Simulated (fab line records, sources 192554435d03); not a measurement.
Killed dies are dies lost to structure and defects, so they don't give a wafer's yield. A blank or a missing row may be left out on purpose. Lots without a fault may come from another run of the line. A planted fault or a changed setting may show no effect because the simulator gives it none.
fab line records | flow n5_finfet
record lots=7 wafers=21
route steps=1938 shown BEOL_M2@890 BEOL_M4@1037 BEOL_M5@1116 BEOL_M6@1212 BEOL_M7@1293
start_h: hours from the record's first day to the start of the lot's first wafer shown | wait_h: hours since the lot's step before | " the same as in the row above | L1.1+2: a row that stands for several wafers | - no value, or no start given | * or withheld: withheld | < > ~ a bound
route shown NAME@n: a module of which the file shows steps, and the number in the route of the first | usual: mean/standard deviation of fault-free wafers | same: alike in all rows | chamber/n: place in a boat | sites: the reading at each site | _std_site: their standard deviation | _edge_site: outer sites' mean less inner sites' | radius_mm: how far each site lies from the wafer's centre | mask NAME#n: copy n | behind: the tool/chamber that last shaped the wafer | hold: why the lot was held/for how many hours/how that ended | device: the transistor (n, p or np) that didn't switch | end of line: the same wafers' tests at the end of the route | a step without rows: its recipe alone | killed: dies lost to structure and defects at the first sort, not the wafer's yield | map: a wafer's dies, x killed, . not, _ none there
set.NAME: the setting as run; set.NAME@STEP: as run at that earlier step | model.NAME: the simulator's own value behind a step, which no gauge read
lots whose settings were changed on purpose; a table a step, a row a wafer
## steps
# step N5_BEOL_M2_TRENCH_ETCH_37
# recipe chemistry=C4F6/O2 target_depth_a=555.55 target=SiOC time_s=29.2 ion_energy_ev=250 pressure_mtorr=30 source_w=355 bias_w=185 Ar_flow_sccm=300 C4F6_flow_sccm=10 O2_flow_sccm=10
# usual rf_vpp_V=666/14
# columns lot.wafer tool chamber start_h wait_h set.bias_w rf_vpp_V
L075.1 rie_diel-02 0 - - 172.3 626
L075.3 " 3 " " 185 661
L075.6 " 3 " " 185 661
L080.1 rie_diel-02 3 - - 201.2 706
L080.2 " 2 " " 185 640
L080.4 " 1 " " 185 664
L082.2 rie_diel-06 3 - - 185 667
L082.4 " 2 " " 185 667
L082.6 " 2 " " 185 666
L091.2 rie_diel-02 1 - - 185 664
L091.3 " 3 " " 185 660
L091.4 " 2 " " 185 638
L095.2 rie_diel-02 3 - - 185 658
L095.3 " 1 " " 185 663
L095.4 " 2 " " 185 638
L097.1 rie_diel-06 2 - - 185 667
L097.2 " 0 " " 214.2 735
L097.3 " 3 " " 214.2 749
L096.1 rie_diel-02 0 - - 159 586
L096.4 " 1 " " 185 663
L096.5 " 2 " " 185 637
# step N5_BEOL_M4_DESCUM_16
# recipe chemistry=O2 time_s=7 source_power_w=50 bias_power_w=20 pressure_mtorr=20 rf_frequency_hz=2.712e+07 temp_c=40 resist=CAR-EUV o2_flow_sccm=225
# columns lot.wafer tool chamber start_h wait_h set.time_s model.CAR-EUV_of_BEOL_M4_COAT_05.thk_nm
L075.1+3 rie_diel-03 1,0 162.69 0.0 7 26.2
L075.6 " 0 " " 7.792 25.8
L080.1 rie_diel-02 2 213.34 0.0 5.602 26.6
L080.2+4 " 0,3 " " 5.602 26.8
L082.2 rie_diel-02 1 215.08 0.0 7.9 25.8
L082.4 " 3 " " 7 26
L082.6 " 1 " " 7.9 25.6
L091.2+3 rie_diel-06 0,3 274.53 0.1 7 26
L091.4 " 1 " " 7.94 25.6
L095.2+3+4 rie_diel-02 0,2,1 289.75 0.0 7 26
L097.1+2 rie_diel-06 1,3 293.64 0.0 7 26
L097.3 " 2 " " 7 26.2
L096.1+5 rie_diel-06 0,2 306.50 0.0 7 26
L096.4 " 3 " " 5.977 26.4
# step N5_BEOL_M4_ETCH_74
# recipe chemistry=N2/H2 target=underlayer target_depth_a=65 mask_material=CAR-EUV time_s=5.2 ion_energy_ev=200 pressure_mtorr=30 source_w=840 bias_w=150 n2_flow_sccm=200 h2_flow_sccm=200 ends=cleared
# columns lot.wafer tool chamber start_h wait_h set.time_s@BEOL_M4_DESCUM_16 model.CAR-EUV_of_BEOL_M4_COAT_05.thk_nm
L075.1+3 rie_diel-03 1,0 162.73 0.0 7 20.4
L075.6 " 0 " " 7.792 20
L080.1+2+4 rie_diel-02 2,0,3 213.37 0.0 5.602 21
L082.2 rie_diel-02 1 215.11 0.0 7.9 20
L082.4 " 3 " " 7 20.4
L082.6 " 1 " " 7.9 19.8
L091.2 rie_diel-06 0 274.56 0.0 7 20.4
L091.3 " 3 " " 7 20.2
L091.4 " 1 " " 7.94 20
L095.2+3 rie_diel-02 0,2 289.79 0.0 7 20.2
L095.4 " 1 " " 7 20.4
L097.1+2+3 rie_diel-06 1,3,2 293.67 0.0 7 20.4
L096.1+5 rie_diel-06 0,2 306.53 0.0 7 20.2
L096.4 " 3 " " 5.977 20.8
# step N5_BEOL_M4_COAT_76
# recipe resist=underlayer temp_c=205 time_s=60 spin_rpm=1500 resist_thk_nm=5
# columns lot.wafer tool chamber start_h wait_h set.spin_rpm
L075.1+3+6 litho_track-05 0 - - 1500
L080.1+2+4 litho_track-04 0 - - 1500
L082.2+4+6 litho_track-04 0 - - 1500
L091.2+3+4 litho_track-05 0 - - 1500
L095.2+3+4 litho_track-04 0 - - 1500
L097.1+3 litho_track-02 0 - - 1377
L097.2 " 0 " " 1500
L096.1 litho_track-04 0 - - 1392
L096.4+5 " 0 " " 1500
# step N5_BEOL_M4_COAT_22
# recipe resist=CAR-EUV spin_rpm=1500 resist_thk_nm=30
# step N5_BEOL_M4_EBR_24
# recipe solvent=PGMEA ebr_width_mm=1.5
# step N5_BEOL_M4_DESCUM_33
# recipe chemistry=O2 time_s=7 source_power_w=50 bias_power_w=20 pressure_mtorr=20 rf_frequency_hz=2.712e+07 temp_c=40 resist=CAR-EUV o2_flow_sccm=225
# step N5_BEOL_M4_ETCH_77
# recipe chemistry=N2/H2 target=underlayer target_depth_a=65 mask_material=CAR-EUV time_s=5.2 ion_energy_ev=200 pressure_mtorr=30 source_w=840 bias_w=150 n2_flow_sccm=200 h2_flow_sccm=200 ends=cleared
# columns lot.wafer tool chamber start_h wait_h set.spin_rpm@BEOL_M4_COAT_76 model.etch.depth_nm
L075.1 rie_diel-02 3 163.60 0.0 1500 5.006
L075.3 " 0 " " 1500 5.015
L075.6 " 2 " " 1500 5.011
L080.1 rie_diel-02 0 214.38 0.0 1500 4.983
L080.2 " 2 " " 1500 5.001
L080.4 " 1 " " 1500 5
L082.2 rie_diel-02 1 216.44 0.0 1500 4.978
L082.4 " 2 " " 1500 4.987
L082.6 " 1 " " 1500 4.986
L091.2 rie_diel-06 0 275.54 0.0 1500 5.023
L091.3 " 2 " " 1500 5.009
L091.4 " 3 " " 1500 5.01
L095.2 rie_diel-03 3 290.66 0.0 1500 5.01
L095.3 " 1 " " 1500 5.013
L095.4 " 0 " " 1500 5.011
L097.1 rie_diel-03 0 294.71 0.0 1377 5.216
L097.2 " 3 " " 1500 4.992
L097.3 " 2 " " 1377 5.218
L096.1 rie_diel-06 0 307.71 0.0 1392 5.193
L096.4 " 3 " " 1500 5.006
L096.5 " 2 " " 1500 4.994
# step N5_BEOL_M4_TRENCH_ETCH_37
# recipe chemistry=C4F6/O2 target_depth_a=555.55 target=SiOC time_s=29.2 ion_energy_ev=250 pressure_mtorr=30 source_w=355 bias_w=185 Ar_flow_sccm=300 C4F6_flow_sccm=10 O2_flow_sccm=10
# usual rf_vpp_V=663/13
# columns lot.wafer tool chamber start_h wait_h set.bias_w rf_vpp_V
L075.1 rie_diel-02 0 - - 185 660
L075.3 " 1 " " 168.8 617
L075.6 " 3 " " 168.8 614
L080.1 rie_diel-06 0 - - 185 654
L080.2 " 2 " " 185 667
L080.4 " 1 " " 185 688
L082.2 rie_diel-02 3 - - 185 660
L082.4 " 2 " " 185 639
L082.6 " 3 " " 185 660
L091.2 rie_diel-02 0 - - 160.5 590
L091.3 " 3 " " 185 662
L091.4 " 2 " " 160.5 570
L097.1 rie_diel-02 3 - - 206.4 719
L097.2 " 2 " " 206.4 696
L097.3 " 0 " " 185 662
L095.2 rie_diel-06 2 - - 185 665
L095.3 " 1 " " 185 686
L095.4 " 3 " " 185 667
L096.1 rie_diel-02 2 - - 185 638
L096.4 " 1 " " 185 665
L096.5 " 1 " " 199.9 706
# step N5_BEOL_M5_HM_DEP_02
# recipe material=TiN target_thk_a=200 temp_c=25 chamber_pressure_pa=0.49996
# columns lot.wafer tool chamber start_h wait_h set.target_thk_a model.TiN_of_BEOL_M5_HM_DEP_02.thk_nm
L075.1 pvd_sputter-02 - 188.76 1.9 200 19.8
L075.3 " - " " 211.7 21.4
L075.6 " - " " 200 20
L080.1 pvd_sputter-01 - 223.52 0.5 200 20
L080.2 " - " " 200 20.2
L080.4 " - " " 218 22
L082.2 pvd_sputter-03 - 229.82 0.5 200 19.8
L082.4 " - " " 210.9 21
L082.6 " - " " 210.9 20.8
L091.2+3 pvd_sputter-01 - 287.73 0.5 200 20
L091.4 " - " " 219.9 22
L097.1+3 pvd_sputter-03 - 314.03 0.6 200 20.2
L097.2 " - " " 200 20
L095.2+3+4 pvd_sputter-01 - 314.76 1.3 200 20
L096.1+5 pvd_sputter-01 - 315.88 0.5 200 20
L096.4 " - " " 173.8 17.6
# step N5_BEOL_M5_COAT_59
# recipe resist=SOC temp_c=250 time_s=60 spin_rpm=1500 resist_thk_nm=60
# columns lot.wafer tool chamber start_h wait_h set.temp_c
L075.1+3+6 litho_track-05 0 188.89 0.1 250
L080.1+4 litho_track-05 0 223.64 0.1 240.6
L080.2 " 0 " " 250
L082.2 litho_track-03 0 229.94 0.1 258.3
L082.4+6 " 0 " " 250
L091.2+3+4 litho_track-03 0 287.85 0.1 250
L097.1 litho_track-03 0 314.16 0.1 250
L097.2+3 " 0 " " 258.5
L095.2+3+4 litho_track-05 0 314.89 0.1 250
L096.1 litho_track-01 0 316.01 0.1 250
L096.4+5 " 0 " " 257.9
# step N5_BEOL_M5_COAT_60
# recipe resist=SiARC temp_c=220 time_s=60 spin_rpm=1500 resist_thk_nm=12
# step N5_BEOL_M5_COAT_71
# recipe resist=underlayer temp_c=205 time_s=60 spin_rpm=1500 resist_thk_nm=5
# step N5_BEOL_M5_STRIP_73
# recipe chemistry=N2/H2 temp_c=40 n2_flow_sccm=200 h2_flow_sccm=200 rf_frequency_hz=6e+07
# step N5_BEOL_M5_STRIP_64
# recipe chemistry=CF4 resist=SiARC power_w=300 bias_power_w=75 pressure_mtorr=50 cf4_flow_sccm=150 rf_frequency_hz=6e+07
# step N5_BEOL_M5_HM_OPEN_17
# recipe chemistry=Cl2/BCl3 target_depth_a=200 overetch_a=60 target=TiN mask_material=SOC ion_energy_ev=150 pressure_mtorr=10 icp_w=1000 bias_w=126 Cl2_flow_sccm=53.25 bcl3_flow_sccm=21.75 Ar_flow_sccm=25
# columns lot.wafer tool chamber start_h wait_h set.target_thk_a@BEOL_M5_HM_DEP_02 model.etch.depth_nm
L075.1 rie_metal-03 1 189.69 0.0 200 19.9
L075.3 " 0 " " 211.7 21.31
L075.6 " 0 " " 200 19.95
L080.1 rie_metal-03 1 224.40 0.0 200 20.05
L080.2 " 0 " " 200 20.29
L080.4 " 1 " " 218 21.99
L082.2 rie_metal-03 1 230.67 0.0 200 19.74
L082.4 " 1 " " 210.9 20.99
L082.6 " 0 " " 210.9 20.75
L091.2 rie_metal-03 1 289.16 0.0 200 19.95
L091.3 " 1 " " 200 20.09
L091.4 " 0 " " 219.9 22.04
L097.1 rie_metal-01 0 314.80 0.0 200 20.15
L097.2 " 0 " " 200 19.96
L097.3 " 0 " " 200 20.14
L095.2 rie_metal-01 0 315.68 0.1 200 19.96
L095.3 " 0 " " 200 20.06
L095.4 " 0 " " 200 20
L096.1 rie_metal-02 0 316.64 0.0 200 20.07
L096.4 " 1 " " 173.8 17.52
L096.5 " 1 " " 200 20.02
# step N5_BEOL_M5_STRIP_19
# recipe chemistry=O2 power_w=400 temp_c=40 pressure_mtorr=30 rf_frequency_hz=6e+07 bias_power_w=0 overash_fraction=0.2 o2_flow_sccm=225
# step N5_BEOL_M5_STRIP_85
# recipe chemistry=C4F6/O2 resist=SiARC rf_frequency_hz=6e+07
# step N5_BEOL_M5_STRIP_36
# recipe chemistry=N2/H2 power_w=450 temp_c=40 pressure_mtorr=20 rf_frequency_hz=6e+07 overash_fraction=0.3 bias_power_w=7 h2_frac=0.5 n2_flow_sccm=200 h2_flow_sccm=200
# step N5_BEOL_M5_TRENCH_ETCH_37
# recipe chemistry=C4F6/O2 target_depth_a=716.52 target=SiCOH_lowk time_s=24.7 ion_energy_ev=250 pressure_mtorr=30 source_w=345 bias_w=185 Ar_flow_sccm=300 C4F6_flow_sccm=10 O2_flow_sccm=10
# columns lot.wafer tool chamber start_h wait_h set.target_thk_a@BEOL_M5_HM_DEP_02 model.TiN_of_BEOL_M5_HM_DEP_02.thk_nm
L075.1+6 rie_diel-05 2 - - 200 17.8
L075.3 " 1 " " 211.7 19.2
L080.1 rie_diel-01 2 - - 200 18
L080.2 " 3 " " 200 18.2
L080.4 " 0 " " 218 20
L082.2 rie_diel-04 1 - - 200 17.6
L082.4 " 2 " " 210.9 18.8
L082.6 " 2 " " 210.9 18.6
L091.2 rie_diel-05 0 - - 200 17.8
L091.3 " 3 " " 200 18
L091.4 " 2 " " 219.9 20
L097.1 rie_diel-01 3 - - 200 18.2
L097.2 " 2 " " 200 17.8
L097.3 " 1 " " 200 18
L096.1+5 rie_diel-01 0,1 - - 200 18
L096.4 " 2 " " 173.8 15.4
L095.2+3 rie_diel-01 3,0 - - 200 18
L095.4 " 1 " " 200 17.8
# step N5_BEOL_M6_ETCH_62
# recipe chemistry=N2/H2 target=SOC target_depth_a=1100 overetch_a=220 mask_material=SiARC temp_c=40 time_s=165 ion_energy_ev=200 pressure_mtorr=30 source_w=840 bias_w=150 n2_flow_sccm=200 h2_flow_sccm=200
# usual rf_vpp_V=523.9/2
# columns lot.wafer tool chamber start_h wait_h set.bias_w rf_vpp_V model.SiARC_of_BEOL_M6_COAT_60.thk_nm
L075.1 rie_diel-02 3 200.16 0.0 150 526.7 28.4
L075.3 " 1 " " 134.1 488.1 29.4
L075.6 " 2 " " 134.1 487.7 29.2
L080.1 rie_diel-02 3 237.40 0.0 127.3 474.0 30
L080.2 " 2 " " 150 522.0 28.6
L080.4 " 0 " " 150 523.4 28.6
L082.2 rie_diel-02 1 241.29 0.0 150 521.7 28.8
L082.4 " 0 " " 131.8 482.8 29.8
L082.6 " 0 " " 150 523.2 28.6
L091.2 rie_diel-06 2 303.41 0.0 150 523.5 28.8
L091.3 " 1 " " 168 557.2 27.2
L091.4 " 3 " " 150 524.3 28.2
L097.1 rie_diel-03 0 326.87 0.0 132 487.3 29.2
L097.2 " 3 " " 150 523.8 28.4
L097.3 " 2 " " 132 482.3 29.4
L096.1 rie_diel-02 1 329.56 0.0 150 521.1 28.8
L096.4 " 0 " " 135 489.2 29.4
L096.5 " 1 " " 135 488.6 29.6
L095.2 rie_diel-02 2 329.86 0.0 150 521.5 28.6
L095.3 " 0 " " 150 524.1 28.8
L095.4 " 1 " " 150 520.6 28.8
# step N5_BEOL_M7_EXPOSE_25
# recipe mask_id=V6 na=0.33 source_shape=annular sigma_inner=0.4 sigma_outer=0.8 polarization=unpolarized target_cd_nm=40 dose_mj=42.5
# columns lot.wafer tool chamber start_h wait_h mask set.dose_mj
L075.1+3+6 euv_scanner-01 0 210.72 - V6#0 42.5
L080.1 euv_scanner-02 0 248.36 - V6#0 43.9
L080.2+4 " 0 " " V6#0 42.5
L082.2+4 euv_scanner-01 0 251.72 - V6#0 45.28
L082.6 " 0 " " V6#0 42.5
L091.2+3+4 euv_scanner-02 0 312.62 - V6#0 42.5
L097.1+2 euv_scanner-01 0 338.50 - V6#0 41.61
L097.3 " 0 " " V6#0 42.5
L096.1+4+5 euv_scanner-01 0 340.79 - V6#0 42.5
L095.2+3+4 euv_scanner-02 0 341.05 - V6#0 42.5
# step N5_BEOL_M7_PEB_26
# recipe peb_temp_c=100 peb_time_s=60 resist=CAR-EUV
# step N5_BEOL_M7_DEVELOP_27
# recipe develop_time_s=30 developer=TMAH resist=CAR-EUV rinse_liquid=surfactant_rinse dry=air_spin dev_temp_c=23
# step N5_BEOL_M7_DESCUM_33
# recipe chemistry=O2 time_s=7 source_power_w=50 bias_power_w=20 pressure_mtorr=20 rf_frequency_hz=2.712e+07 temp_c=40 resist=CAR-EUV o2_flow_sccm=225
# columns lot.wafer tool chamber start_h wait_h set.dose_mj@BEOL_M7_EXPOSE_25 model.BEOL_M7.cd_nm
L075.1+3 rie_diel-05 1,0 210.97 0.0 42.5 39.8
L075.6 " 3 " " 42.5 40
L080.1 rie_diel-04 3 248.61 0.0 43.9 41.2
L080.2 " 0 " " 42.5 40.2
L080.4 " 1 " " 42.5 40
L082.2 rie_diel-04 3 251.97 0.0 45.28 41.2
L082.4 " 0 " " 45.28 41.6
L082.6 " 3 " " 42.5 40
L091.2+3 rie_diel-04 0,3 313.01 0.2 42.5 40.2
L091.4 " 2 " " 42.5 40.4
L097.1 rie_diel-04 2 338.76 0.0 41.61 39.8
L097.2 " 3 " " 41.61 39.6
L097.3 " 0 " " 42.5 40.2
L096.1 rie_diel-01 1 341.18 0.2 42.5 40.2
L096.4+5 " 2 " " 42.5 40.4
L095.2+3+4 rie_diel-04 2,3,0 341.36 0.1 42.5 40
# step N5_BEOL_M7_ETCH_72
# recipe chemistry=N2/H2 target=underlayer target_depth_a=65 mask_material=CAR-EUV time_s=5.2 ion_energy_ev=200 pressure_mtorr=30 source_w=840 bias_w=150 n2_flow_sccm=200 h2_flow_sccm=200 ends=cleared
# columns lot.wafer tool chamber start_h wait_h set.dose_mj@BEOL_M7_EXPOSE_25 model.BEOL_M7.cd_nm
L075.1 rie_diel-05 1 211.01 0.0 42.5 39.8
L075.3 " 0 " " 42.5 39.6
L075.6 " 3 " " 42.5 40
L080.1 rie_diel-04 3 248.65 0.0 43.9 41
L080.2+4 " 0,1 " " 42.5 40
L082.2+4 rie_diel-04 3,0 252.01 0.0 45.28 41.4
L082.6 " 3 " " 42.5 40.2
L091.2+3 rie_diel-04 0,3 313.05 0.0 42.5 40.2
L091.4 " 2 " " 42.5 40.4
L097.1 rie_diel-04 2 338.79 0.0 41.61 39.6
L097.2 " 3 " " 41.61 39.8
L097.3 " 0 " " 42.5 40
L096.1+5 rie_diel-01 1,2 341.22 0.0 42.5 40.4
L096.4 " 2 " " 42.5 40.6
L095.2+3 rie_diel-04 2,3 341.39 0.0 42.5 40
L095.4 " 0 " " 42.5 39.8
# step N5_BEOL_M7_ETCH_65
# recipe chemistry=CF4 target=SiARC target_depth_a=156 mask_material=CAR-EUV time_s=26 ion_energy_ev=80 pressure_mtorr=40 source_w=545 bias_w=36 Ar_flow_sccm=100 cf4_flow_sccm=100 ends=cleared
# columns lot.wafer tool chamber start_h wait_h set.dose_mj@BEOL_M7_EXPOSE_25 model.BEOL_M7.cd_nm
L075.1+6 rie_diel-05 1,3 211.02 0.0 42.5 40
L075.3 " 0 " " 42.5 39.6
L080.1 rie_diel-04 3 248.66 0.0 43.9 41.2
L080.2+4 " 0,1 " " 42.5 40
L082.2+4 rie_diel-04 3,0 252.02 0.0 45.28 41.4
L082.6 " 3 " " 42.5 40
L091.2+3 rie_diel-04 0,3 313.07 0.0 42.5 40.2
L091.4 " 2 " " 42.5 40.4
L097.1+2 rie_diel-04 2,3 338.81 0.0 41.61 39.6
L097.3 " 0 " " 42.5 40.2
L096.1 rie_diel-01 1 341.23 0.0 42.5 40.2
L096.4+5 " 2 " " 42.5 40.4
L095.2+3 rie_diel-04 2,3 341.41 0.0 42.5 40
L095.4 " 0 " " 42.5 39.8
# step N5_BEOL_M7_ETCH_66
# recipe chemistry=N2/H2 target=SOC target_depth_a=800 overetch_a=160 mask_material=SiARC temp_c=40 time_s=120 ion_energy_ev=200 pressure_mtorr=30 source_w=840 bias_w=150 n2_flow_sccm=200 h2_flow_sccm=200
# columns lot.wafer tool chamber start_h wait_h set.dose_mj@BEOL_M7_EXPOSE_25 model.BEOL_M7.cd_nm
L075.1+6 rie_diel-05 1,3 211.05 0.0 42.5 40
L075.3 " 0 " " 42.5 39.6
L080.1 rie_diel-04 3 248.69 0.0 43.9 41.2
L080.2 " 0 " " 42.5 40.2
L080.4 " 1 " " 42.5 40
L082.2 rie_diel-04 3 252.05 0.0 45.28 41.2
L082.4 " 0 " " 45.28 41.4
L082.6 " 3 " " 42.5 40
L091.2+3 rie_diel-04 0,3 313.09 0.0 42.5 40.2
L091.4 " 2 " " 42.5 40.4
L097.1+2 rie_diel-04 2,3 338.84 0.0 41.61 39.6
L097.3 " 0 " " 42.5 40.2
L096.1+5 rie_diel-01 1,2 341.26 0.0 42.5 40.2
L096.4 " 2 " " 42.5 40.4
L095.2+3 rie_diel-04 2,3 341.44 0.0 42.5 40
L095.4 " 0 " " 42.5 39.8
# step N5_BEOL_M7_VIA_ETCH_34
# recipe chemistry=C4F6/O2 target=SiCOH_lowk target_depth_a=1255 mask_material=SOC taper_deg=4 time_s=50.5 ion_energy_ev=250 pressure_mtorr=30 source_w=345 bias_w=185 Ar_flow_sccm=300 C4F6_flow_sccm=10 O2_flow_sccm=10
# columns lot.wafer tool chamber start_h wait_h set.time_s model.etch.depth_nm model.SOC_of_BEOL_M7_COAT_63.thk_nm
L075.1 rie_diel-05 1 211.15 0.0 58.2 143.8 53.2
L075.3 " 0 " " 58.2 144.2 53
L075.6 " 3 " " 50.5 121.9 54
L080.1 rie_diel-04 3 248.79 0.0 41.14 102 55.2
L080.2 " 0 " " 41.14 102.3 55
L080.4 " 1 " " 41.14 102.2 55.2
L082.2 rie_diel-04 3 252.15 0.0 50.5 124.9 54.2
L082.4 " 0 " " 50.5 125.5 54
L082.6 " 3 " " 50.5 124.6 54.2
L091.2 rie_diel-04 0 313.19 0.0 50.5 127.7 53.8
L091.3 " 3 " " 50.5 125.6 54
L091.4 " 2 " " 50.5 129.8 54
L097.1 rie_diel-04 2 338.94 0.0 50.5 128.2 54.2
L097.2 " 3 " " 59.15 144.6 53.4
L097.3 " 0 " " 59.15 148.6 53.2
L096.1 rie_diel-01 1 341.36 0.0 39.46 97.04 55.2
L096.4 " 2 " " 50.5 123.9 54
L096.5 " 2 " " 39.46 97.3 55.4
L095.2 rie_diel-04 2 341.54 0.0 50.5 130 53.6
L095.3 " 3 " " 50.5 125 54
L095.4 " 0 " " 50.5 127.1 54
## key
split step=N5_BEOL_M2_TRENCH_ETCH_37 setting=bias_w stated=185 by=wafer
response step=N5_BEOL_M2_TRENCH_ETCH_37 reading=rf_vpp_V change=+4.91 per=1% r=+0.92
split step=N5_BEOL_M4_DESCUM_16 setting=time_s stated=7 by=wafer
response step=N5_BEOL_M4_DESCUM_16 reading=model.CAR-EUV_of_BEOL_M4_COAT_05.thk_nm change=-0.0285 per=1% r=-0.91
response step=N5_BEOL_M4_ETCH_74 reading=model.CAR-EUV_of_BEOL_M4_COAT_05.thk_nm change=-0.0346 per=1% r=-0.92
split step=N5_BEOL_M4_COAT_76 setting=spin_rpm stated=1500 by=wafer
response step=N5_BEOL_M4_ETCH_77 reading=model.etch.depth_nm change=-0.0271 per=1% r=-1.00
split step=N5_BEOL_M4_TRENCH_ETCH_37 setting=bias_w stated=185 by=wafer
response step=N5_BEOL_M4_TRENCH_ETCH_37 reading=rf_vpp_V change=+5.42 per=1% r=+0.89
split step=N5_BEOL_M5_HM_DEP_02 setting=target_thk_a stated=200 by=wafer
response step=N5_BEOL_M5_HM_DEP_02 reading=model.TiN_of_BEOL_M5_HM_DEP_02.thk_nm change=+0.2 per=1% r=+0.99
response step=N5_BEOL_M5_HM_OPEN_17 reading=model.etch.depth_nm change=+0.202 per=1% r=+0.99
response step=N5_BEOL_M5_TRENCH_ETCH_37 reading=model.TiN_of_BEOL_M5_HM_DEP_02.thk_nm change=+0.208 per=1% r=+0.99
split step=N5_BEOL_M5_COAT_59 setting=temp_c stated=250 by=wafer
response none clear
split step=N5_BEOL_M6_ETCH_62 setting=bias_w stated=150 by=wafer
response step=N5_BEOL_M6_ETCH_62 reading=rf_vpp_V change=+3.22 per=1% r=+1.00
response step=N5_BEOL_M6_ETCH_62 reading=model.SiARC_of_BEOL_M6_COAT_60.thk_nm change=-0.0884 per=1% r=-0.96
split step=N5_BEOL_M7_EXPOSE_25 setting=dose_mj stated=42.5 by=wafer
response step=N5_BEOL_M7_DESCUM_33 reading=model.BEOL_M7.cd_nm change=+0.238 per=1% r=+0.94
response step=N5_BEOL_M7_ETCH_72 reading=model.BEOL_M7.cd_nm change=+0.203 per=1% r=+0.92
response step=N5_BEOL_M7_ETCH_65 reading=model.BEOL_M7.cd_nm change=+0.248 per=1% r=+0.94
response step=N5_BEOL_M7_ETCH_66 reading=model.BEOL_M7.cd_nm change=+0.231 per=1% r=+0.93
split step=N5_BEOL_M7_VIA_ETCH_34 setting=time_s stated=50.5 by=wafer
response step=N5_BEOL_M7_VIA_ETCH_34 reading=model.etch.depth_nm change=+1.23 per=1% r=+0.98
response step=N5_BEOL_M7_VIA_ETCH_34 reading=model.SOC_of_BEOL_M7_COAT_63.thk_nm change=-0.0573 per=1% r=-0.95
